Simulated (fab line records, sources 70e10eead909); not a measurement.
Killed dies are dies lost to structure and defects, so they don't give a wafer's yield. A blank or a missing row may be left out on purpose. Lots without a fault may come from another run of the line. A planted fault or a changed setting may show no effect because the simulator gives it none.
Which tool did it? | flow nand_harc | 23 lots, 69 wafers sampled, at 6 steps of a route of 1302

WHAT THE GAUGES READ, wafer by wafer
The record holds no reading of a measuring or inspecting step that can be judged against a usual standard deviation.

WHICH TOOL RAN EACH LOT (tool, then ch and the chambers of the sampled wafers, then the start)
lot  | NHARC_A_STAIRCASE_TRIM_187         | NHARC_A_STAIRCASE_TRIM_191                    | NHARC_A_STAIRCASE_TRIM_220         | NHARC_A_STAIRCASE_ETCH_223                    | NHARC_A_STAIRCASE_ETCH_227                    | NHARC_A_STAIRCASE_STRIP_254
L074 | rie_diel-13 ch 0,2, day 16 11:44   | rie_diel-13 ch 0,3, day 16 15:29 or earlier   | rie_diel-06 ch 0,1,3, day 16 15:29 | rie_diel-06 ch 0,3, day 16 19:16 or earlier   | rie_diel-06 ch 0,2,3, day 16 19:16 or earlier | plasma_asher-01 ch 0,1, day 16 19:16
L076 | rie_diel-01 ch 0,2,3, day 16 21:33 | rie_diel-01 ch 0,1,3, day 17 01:40 or earlier | rie_diel-06 ch 1,2,3, day 17 01:40 | rie_diel-06 ch 0,2,3, day 17 05:46 or earlier | rie_diel-06 ch 0,2,3, day 17 05:46 or earlier | plasma_asher-01 ch 0,1, day 17 05:46
L077 | rie_diel-13 ch 0,1, day 16 21:56   | rie_diel-13 ch 0,1,3, day 17 02:08 or earlier | rie_diel-13 ch 0,2,3, day 17 02:08 | rie_diel-13 ch 0,2,3, day 17 07:43 or earlier | rie_diel-13 ch 1,2, day 17 07:43 or earlier   | plasma_asher-01 ch 0,1, day 17 07:43
L075 | rie_diel-13 ch 2,3, day 16 22:08   | rie_diel-13 ch 0,2,3, day 17 02:24 or earlier | rie_diel-06 ch 1,2,3, day 17 02:24 | rie_diel-06 ch 0,1,2, day 17 07:58 or earlier | rie_diel-06 ch 2,3, day 17 07:58 or earlier   | plasma_asher-02 ch 0,1, day 17 07:58
L078 | rie_diel-06 ch 0,1,3, day 17 08:32 | rie_diel-06 ch 0,2,3, day 17 14:12 or earlier | rie_diel-06 ch 0,1,3, day 17 14:12 | rie_diel-06 ch 0,1,2, day 17 17:59 or earlier | rie_diel-06 ch 0,1,2, day 17 17:59 or earlier | plasma_asher-02 ch 0,1, day 17 17:59
L079 | rie_diel-13 ch 1,2,3, day 17 18:42 | rie_diel-13 ch 1,2,3, day 17 23:07 or earlier | rie_diel-01 ch 1,2,3, day 17 23:07 | rie_diel-01 ch 1,2,3, day 18 05:32 or earlier | rie_diel-01 ch 1,2,3, day 18 05:32 or earlier | plasma_asher-01 ch 0,1, day 18 05:32
L080 | rie_diel-01 ch 0,2,3, day 18 09:51 | rie_diel-01 ch 1,3, day 18 13:33 or earlier   | rie_diel-01 ch 0,1,2, day 18 13:33 | rie_diel-01 ch 0,1,2, day 18 17:43 or earlier | rie_diel-01 ch 1,2,3, day 18 17:43 or earlier | plasma_asher-01 ch 0,1, day 18 17:43
L081 | rie_diel-06 ch 0,2, day 18 15:44   | rie_diel-06 ch 0,1,3, day 18 19:23 or earlier | rie_diel-13 ch 0,1, day 18 19:23   | rie_diel-13 ch 0,2,3, day 18 23:33 or earlier | rie_diel-13 ch 0,1,3, day 18 23:33 or earlier | plasma_asher-01 ch 1, day 18 23:33
L082 | rie_diel-13 ch 1,2,3, day 18 22:54 | rie_diel-13 ch 0,1, day 19 02:34 or earlier   | rie_diel-13 ch 0,2, day 19 02:34   | rie_diel-13 ch 0,1,3, day 19 06:20 or earlier | rie_diel-13 ch 0,1, day 19 06:20 or earlier   | plasma_asher-02 ch 0,1, day 19 06:20
L083 | rie_diel-01 ch 1,2, day 19 08:23   | rie_diel-01 ch 1,2,3, day 19 12:05 or earlier | rie_diel-01 ch 0,1,3, day 19 12:05 | rie_diel-01 ch 2,3, day 19 15:55 or earlier   | rie_diel-01 ch 1,2, day 19 15:55 or earlier   | plasma_asher-02 ch 0,1, day 19 15:55
L085 | rie_diel-13 ch 0,1,2, day 20 04:55 | rie_diel-13 ch 0,1,2, day 20 08:50 or earlier | rie_diel-06 ch 1,2,3, day 20 08:50 | rie_diel-06 ch 0,1,2, day 20 12:40 or earlier | rie_diel-06 ch 0,2,3, day 20 12:40 or earlier | plasma_asher-01 ch 0,1, day 20 12:40
L086 | rie_diel-13 ch 0,1,2, day 20 19:10 | rie_diel-13 ch 0,1, day 20 22:42 or earlier   | rie_diel-06 ch 0,1,2, day 20 22:42 | rie_diel-06 ch 0,1, day 21 02:35 or earlier   | rie_diel-06 ch 0,3, day 21 02:35 or earlier   | plasma_asher-01 ch 0,1, day 21 02:35
L087 | rie_diel-06 ch 0,3, day 21 02:19   | rie_diel-06 ch 0,1,3, day 21 05:53 or earlier | rie_diel-13 ch 0,1, day 21 05:53   | rie_diel-13 ch 0,2, day 21 09:47 or earlier   | rie_diel-13 ch 0,2,3, day 21 09:47 or earlier | plasma_asher-01 ch 0,1, day 21 09:47
L088 | rie_diel-01 ch 0,2, day 21 22:10   | rie_diel-01 ch 0,1,3, day 22 01:53 or earlier | rie_diel-13 ch 2,3, day 22 01:53   | rie_diel-13 ch 0,1,2, day 22 05:52 or earlier | rie_diel-13 ch 0,2,3, day 22 05:52 or earlier | plasma_asher-02 ch 0,1, day 22 05:52
L089 | rie_diel-13 ch 0,1,3, day 22 01:08 | rie_diel-13 ch 0,1, day 22 05:01 or earlier   | rie_diel-01 ch 0,2, day 22 05:01   | rie_diel-01 ch 0,1,3, day 22 08:56 or earlier | rie_diel-01 ch 0,3, day 22 08:56 or earlier   | plasma_asher-01 ch 0,1, day 22 08:56
L090 | rie_diel-01 ch 0,1,2, day 22 13:22 | rie_diel-01 ch 2,3, day 22 17:09 or earlier   | rie_diel-01 ch 1,2,3, day 22 17:09 | rie_diel-01 ch 1,2,3, day 22 22:10 or earlier | rie_diel-01 ch 0,2,3, day 22 22:10 or earlier | plasma_asher-02 ch 0,1, day 22 22:10
L091 | rie_diel-01 ch 0,2,3, day 22 15:11 | rie_diel-01 ch 0,1,2, day 22 19:41 or earlier | rie_diel-01 ch 0,1, day 22 19:41   | rie_diel-01 ch 1,3, day 22 23:38 or earlier   | rie_diel-01 ch 1,2, day 22 23:38 or earlier   | plasma_asher-02 ch 0,1, day 22 23:38
L093 | rie_diel-06 ch 2,3, day 23 19:36   | rie_diel-06 ch 0,1,2, day 23 23:24 or earlier | rie_diel-13 ch 0,1, day 23 23:24   | rie_diel-13 ch 0,1, day 24 03:48 or earlier   | rie_diel-13 ch 0,1, day 24 03:48 or earlier   | plasma_asher-02 ch 0,1, day 24 03:48
L092 | rie_diel-01 ch 1,2, day 24 00:00   | rie_diel-01 ch 1,2,3, day 24 03:35 or earlier | rie_diel-01 ch 0,2,3, day 24 03:35 | rie_diel-01 ch 2,3, day 24 07:25 or earlier   | rie_diel-01 ch 2,3, day 24 07:25 or earlier   | plasma_asher-02 ch 0,1, day 24 07:25
L094 | rie_diel-06 ch 0,1,2, day 24 13:46 | rie_diel-06 ch 0,2,3, day 24 20:44 or earlier | rie_diel-06 ch 0,1,3, day 24 20:44 | rie_diel-06 ch 1,2,3, day 25 01:45 or earlier | rie_diel-06 ch 0,1,3, day 25 01:45 or earlier | plasma_asher-02 ch 0,1, day 25 01:45
L096 | rie_diel-01 ch 0,1,2, day 25 06:23 | rie_diel-01 ch 0,3, day 25 10:04 or earlier   | rie_diel-01 ch 0,2, day 25 10:04   | rie_diel-01 ch 0,1,3, day 25 14:12 or earlier | rie_diel-01 ch 0,1, day 25 14:12 or earlier   | plasma_asher-02 ch 0,1, day 25 14:12
L095 | rie_diel-01 ch 0,3, day 25 09:25   | rie_diel-01 ch 1,2,3, day 25 13:37 or earlier | rie_diel-13 ch 0,1,2, day 25 13:37 | rie_diel-13 ch 1,2,3, day 25 17:27 or earlier | rie_diel-13 ch 0,1,3, day 25 17:27 or earlier | plasma_asher-02 ch 0,1, day 25 17:27
L097 | rie_diel-01 ch 0,1,2, day 25 22:45 | rie_diel-01 ch 0,2, day 26 02:17 or earlier   | rie_diel-06 ch 1,2, day 26 02:17   | rie_diel-06 ch 0,1,2, day 26 05:56 or earlier | rie_diel-06 ch 0,1,3, day 26 05:56 or earlier | plasma_asher-01 ch 0,1, day 26 05:56
- NHARC_A_STAIRCASE_TRIM_187: chemistry O2, time 211.2 s.
- NHARC_A_STAIRCASE_TRIM_191: chemistry O2, time 211.2 s.
- NHARC_A_STAIRCASE_TRIM_220: chemistry O2, time 211.2 s.
- NHARC_A_STAIRCASE_ETCH_223: etches the open film in C4F8/O2, target depth 100 nm, time 40.5 s.
- NHARC_A_STAIRCASE_ETCH_227: etches the open film in C4F8/O2, target depth 100 nm, time 40.5 s.
- NHARC_A_STAIRCASE_STRIP_254: strips in O2.

WHAT THE TOOLS THEMSELVES READ (means of the sampled wafers that have a number; where no wafer has one, the mark that the record gives instead)
NHARC_A_STAIRCASE_TRIM_187.
lot  | tool        | drypump_motor_current_A (A) | oes_product_au (a.u.) | rf_vpp_V (V) | showerhead_plenum_p_Torr (Torr) | throttle_valve_pct (%)
L074 | rie_diel-13 | 5.7                         | 0.999                 | 57.8         | 3.74                            | 17.045
L076 | rie_diel-01 | 5.9                         | 0.993                 | 58.5         | 3.63                            | 17.037
L077 | rie_diel-13 | 5.5                         | 1.008                 | 57.7         | 3.67                            | 17.043
L075 | rie_diel-13 | 6.3                         | 1.012                 | 57.7         | 3.64                            | 17.033
L078 | rie_diel-06 | 5.9                         | 1.003                 | 57.8         | 3.45                            | 17.031
L079 | rie_diel-13 | 6.1                         | 0.997                 | 57.7         | 3.57                            | 17.028
L080 | rie_diel-01 | 5.9                         | 1.001                 | 58.8         | 3.63                            | 17.049
L081 | rie_diel-06 | 6.1                         | 1.010                 | 58.2         | 3.55                            | 17.036
L082 | rie_diel-13 | 6.1                         | 0.998                 | 58.1         | 3.56                            | 17.034
L083 | rie_diel-01 | 5.7                         | 0.994                 | 57.7         | 3.57                            | 17.048
L085 | rie_diel-13 | 5.7                         | 1.007                 | 58.4         | 3.60                            | 17.034
L086 | rie_diel-13 | 5.7                         | 1.008                 | 57.8         | 3.60                            | 17.036
L087 | rie_diel-06 | 6.1                         | 1.012                 | 58.0         | 3.54                            | 17.041
L088 | rie_diel-01 | 5.5                         | 1.001                 | 58.3         | 3.74                            | 17.048
L089 | rie_diel-13 | 5.8                         | 1.001                 | 57.1         | 3.60                            | 17.045
L090 | rie_diel-01 | 5.6                         | 0.993                 | 57.2         | 3.58                            | 17.037
L091 | rie_diel-01 | 5.9                         | 1.000                 | 58.0         | 3.61                            | 17.038
L093 | rie_diel-06 | 5.4                         | 1.005                 | 58.1         | 3.37                            | 17.035
L092 | rie_diel-01 | 5.7                         | 1.005                 | 57.6         | 3.55                            | 17.043
L094 | rie_diel-06 | 5.9                         | 1.004                 | 57.9         | 3.58                            | 17.035
L096 | rie_diel-01 | 5.6                         | 0.986                 | 58.2         | 3.75                            | 17.027
L095 | rie_diel-01 | 6.2                         | 1.007                 | 58.0         | 3.49                            | 17.032
L097 | rie_diel-01 | 5.6                         | 0.993                 | 57.9         | 3.74                            | 17.034

NHARC_A_STAIRCASE_TRIM_191.
lot  | tool        | drypump_motor_current_A (A) | oes_product_au (a.u.) | rf_vpp_V (V) | showerhead_plenum_p_Torr (Torr) | throttle_valve_pct (%)
L074 | rie_diel-13 | 5.7                         | 1.010                 | 58.6         | 3.75                            | 17.039
L076 | rie_diel-01 | 5.8                         | 1.002                 | 57.3         | 3.50                            | 17.041
L077 | rie_diel-13 | 5.8                         | 1.006                 | 58.4         | 3.62                            | 17.039
L075 | rie_diel-13 | 6.0                         | 0.998                 | 58.0         | 3.69                            | 17.035
L078 | rie_diel-06 | 5.7                         | 1.006                 | 57.8         | 3.48                            | 17.046
L079 | rie_diel-13 | 6.0                         | 0.998                 | 58.1         | 3.57                            | 17.043
L080 | rie_diel-01 | 6.2                         | 1.004                 | 58.0         | 3.37                            | 17.042
L081 | rie_diel-06 | 5.9                         | 1.000                 | 57.1         | 3.44                            | 17.037
L082 | rie_diel-13 | 5.5                         | 1.006                 | 57.3         | 3.54                            | 17.041
L083 | rie_diel-01 | 6.0                         | 1.008                 | 57.9         | 3.47                            | 17.042
L085 | rie_diel-13 | 5.8                         | 0.996                 | 57.7         | 3.60                            | 17.027
L086 | rie_diel-13 | 5.5                         | 0.997                 | 58.3         | 3.65                            | 17.036
L087 | rie_diel-06 | 5.9                         | 1.001                 | 57.0         | 3.43                            | 17.045
L088 | rie_diel-01 | 5.9                         | 0.993                 | 57.0         | 3.48                            | 17.042
L089 | rie_diel-13 | 5.6                         | 0.988                 | 57.7         | 3.52                            | 17.039
L090 | rie_diel-01 | 6.0                         | 0.994                 | 58.1         | 3.59                            | 17.032
L091 | rie_diel-01 | 5.6                         | 0.992                 | 58.2         | 3.58                            | 17.041
L093 | rie_diel-06 | 5.9                         | 1.002                 | 58.7         | 3.59                            | 17.033
L092 | rie_diel-01 | 6.0                         | 0.997                 | 57.4         | 3.45                            | 17.041
L094 | rie_diel-06 | 5.7                         | 1.004                 | 57.9         | 3.44                            | 17.030
L096 | rie_diel-01 | 5.8                         | 0.992                 | 58.1         | 3.62                            | 17.029
L095 | rie_diel-01 | 6.0                         | 0.997                 | 58.6         | 3.62                            | 17.035
L097 | rie_diel-01 | 5.6                         | 1.004                 | 58.7         | 3.71                            | 17.031

NHARC_A_STAIRCASE_TRIM_220.
lot  | tool        | drypump_motor_current_A (A) | oes_product_au (a.u.) | rf_vpp_V (V) | showerhead_plenum_p_Torr (Torr) | throttle_valve_pct (%)
L074 | rie_diel-06 | 5.9                         | 1.006                 | 58.3         | 3.45                            | 17.038
L076 | rie_diel-06 | 5.5                         | 1.017                 | 58.0         | 3.37                            | 17.032
L077 | rie_diel-13 | 6.0                         | 1.009                 | 58.3         | 3.69                            | 17.033
L075 | rie_diel-06 | 5.5                         | 1.018                 | 57.8         | 3.37                            | 17.036
L078 | rie_diel-06 | 5.9                         | 1.011                 | 57.7         | 3.44                            | 17.031
L079 | rie_diel-01 | 6.0                         | 0.997                 | 58.2         | 3.47                            | 17.029
L080 | rie_diel-01 | 5.6                         | 1.001                 | 58.0         | 3.59                            | 17.039
L081 | rie_diel-13 | 5.5                         | 1.001                 | 57.1         | 3.66                            | 17.029
L082 | rie_diel-13 | 6.0                         | 1.009                 | 58.0         | 3.68                            | 17.034
L083 | rie_diel-01 | 5.8                         | 0.994                 | 57.9         | 3.49                            | 17.042
L085 | rie_diel-06 | 5.5                         | 1.022                 | 57.9         | 3.35                            | 17.034
L086 | rie_diel-06 | 5.9                         | 1.001                 | 58.0         | 3.43                            | 17.040
L087 | rie_diel-13 | 5.5                         | 0.996                 | 58.6         | 3.65                            | 17.040
L088 | rie_diel-13 | 6.3                         | 1.006                 | 58.2         | 3.62                            | 17.039
L089 | rie_diel-01 | 5.5                         | 0.996                 | 58.7         | 3.74                            | 17.033
L090 | rie_diel-01 | 6.0                         | 0.996                 | 58.1         | 3.46                            | 17.033
L091 | rie_diel-01 | 5.5                         | 0.992                 | 57.2         | 3.60                            | 17.031
L093 | rie_diel-13 | 5.5                         | 1.000                 | 57.9         | 3.64                            | 17.034
L092 | rie_diel-01 | 5.9                         | 0.996                 | 57.9         | 3.61                            | 17.024
L094 | rie_diel-06 | 6.0                         | 0.999                 | 57.3         | 3.59                            | 17.035
L096 | rie_diel-01 | 5.5                         | 0.990                 | 58.6         | 3.72                            | 17.047
L095 | rie_diel-13 | 5.7                         | 1.006                 | 57.1         | 3.58                            | 17.036
L097 | rie_diel-06 | 5.5                         | 1.005                 | 58.0         | 3.50                            | 17.046

NHARC_A_STAIRCASE_ETCH_223.
lot  | tool        | oes_product_au (a.u.) | rf_vpp_V (V)
L074 | rie_diel-06 | 0.957                 | 897
L076 | rie_diel-06 | 0.939                 | 894
L077 | rie_diel-13 | 0.940                 | 902
L075 | rie_diel-06 | 0.946                 | 893
L078 | rie_diel-06 | 0.951                 | 892
L079 | rie_diel-01 | 0.940                 | 894
L080 | rie_diel-01 | 0.925                 | 899
L081 | rie_diel-13 | 0.935                 | 902
L082 | rie_diel-13 | 0.950                 | 899
L083 | rie_diel-01 | 0.946                 | 899
L085 | rie_diel-06 | 0.943                 | 892
L086 | rie_diel-06 | 0.950                 | 895
L087 | rie_diel-13 | 0.949                 | 903
L088 | rie_diel-13 | 0.933                 | 896
L089 | rie_diel-01 | 0.939                 | 895
L090 | rie_diel-01 | 0.936                 | 894
L091 | rie_diel-01 | 0.959                 | 889
L093 | rie_diel-13 | 0.955                 | 900
L092 | rie_diel-01 | 0.945                 | 894
L094 | rie_diel-06 | 0.944                 | 895
L096 | rie_diel-01 | 0.940                 | 900
L095 | rie_diel-13 | 0.948                 | 897
L097 | rie_diel-06 | 0.954                 | 897

NHARC_A_STAIRCASE_ETCH_227.
lot  | tool        | oes_product_au (a.u.) | rf_vpp_V (V)
L074 | rie_diel-06 | 0.956                 | 894
L076 | rie_diel-06 | 0.949                 | 894
L077 | rie_diel-13 | 0.957                 | 897
L075 | rie_diel-06 | 0.946                 | 891
L078 | rie_diel-06 | 0.948                 | 892
L079 | rie_diel-01 | 0.942                 | 894
L080 | rie_diel-01 | 0.940                 | 895
L081 | rie_diel-13 | 0.937                 | 899
L082 | rie_diel-13 | 0.950                 | 901
L083 | rie_diel-01 | 0.943                 | 897
L085 | rie_diel-06 | 0.948                 | 893
L086 | rie_diel-06 | 0.955                 | 896
L087 | rie_diel-13 | 0.941                 | 901
L088 | rie_diel-13 | 0.954                 | 901
L089 | rie_diel-01 | 0.931                 | 900
L090 | rie_diel-01 | 0.938                 | 899
L091 | rie_diel-01 | 0.934                 | 897
L093 | rie_diel-13 | 0.930                 | 895
L092 | rie_diel-01 | 0.949                 | 894
L094 | rie_diel-06 | 0.947                 | 898
L096 | rie_diel-01 | 0.940                 | 904
L095 | rie_diel-13 | 0.947                 | 897
L097 | rie_diel-06 | 0.954                 | 898

NHARC_A_STAIRCASE_STRIP_254.
lot  | tool            | drypump_motor_current_A (A) | heater_power_w (W) | temp_c (C)
L074 | plasma_asher-01 | 5.6                         | 314                | 250.11
L076 | plasma_asher-01 | 5.5                         | 310                | 249.95
L077 | plasma_asher-01 | 5.6                         | 320                | 249.90
L075 | plasma_asher-02 | 6.2                         | 389                | 250.11
L078 | plasma_asher-02 | 6.2                         | 394                | 249.89
L079 | plasma_asher-01 | 5.7                         | 319                | 250.19
L080 | plasma_asher-01 | 5.7                         | 314                | 249.92
L081 | plasma_asher-01 | 5.8                         | 328                | 249.71
L082 | plasma_asher-02 | 6.2                         | 388                | 249.96
L083 | plasma_asher-02 | 6.0                         | 367                | 249.96
L085 | plasma_asher-01 | 5.7                         | 313                | 250.13
L086 | plasma_asher-01 | 5.5                         | 304                | 250.03
L087 | plasma_asher-01 | 5.5                         | 309                | 250.00
L088 | plasma_asher-02 | 6.0                         | 372                | 249.95
L089 | plasma_asher-01 | 5.5                         | 309                | 249.90
L090 | plasma_asher-02 | 6.0                         | 371                | 249.90
L091 | plasma_asher-02 | 6.0                         | 365                | 250.15
L093 | plasma_asher-02 | 6.0                         | 377                | 250.06
L092 | plasma_asher-02 | 6.2                         | 387                | 250.06
L094 | plasma_asher-02 | 6.0                         | 367                | 250.07
L096 | plasma_asher-02 | 6.2                         | 390                | 250.09
L095 | plasma_asher-02 | 6.0                         | 371                | 250.21
L097 | plasma_asher-01 | 5.7                         | 302                | 250.15

THE ANSWER, worked out from the rows above alone
Rule: what is usual is taken from the lots themselves. Put in order of their means at a reading, lots are off if they are a third of the lots or fewer, leave a main group of 4 or more, and stand apart from it by a gap of 3 or more times the standard deviation of the main group's means; of several such gaps the widest counts. A main group whose means are all the same, to the digits that the tables above print for the reading, isn't used. A lot without any number at a reading at which 4 lots or more have one is off too. The other lots that the step has rows for count as sound. The gauges are gone through in route order, then the tools' own readings, and for those a lot's mean is taken as printed above. The first step at which some lot is off is used, and at that step the reading that is off furthest; a lot without a number counts as furthest.
No lot is off at any reading shown: from this, nothing can be told.

WHAT THE SIMULATOR HAD PUT IN
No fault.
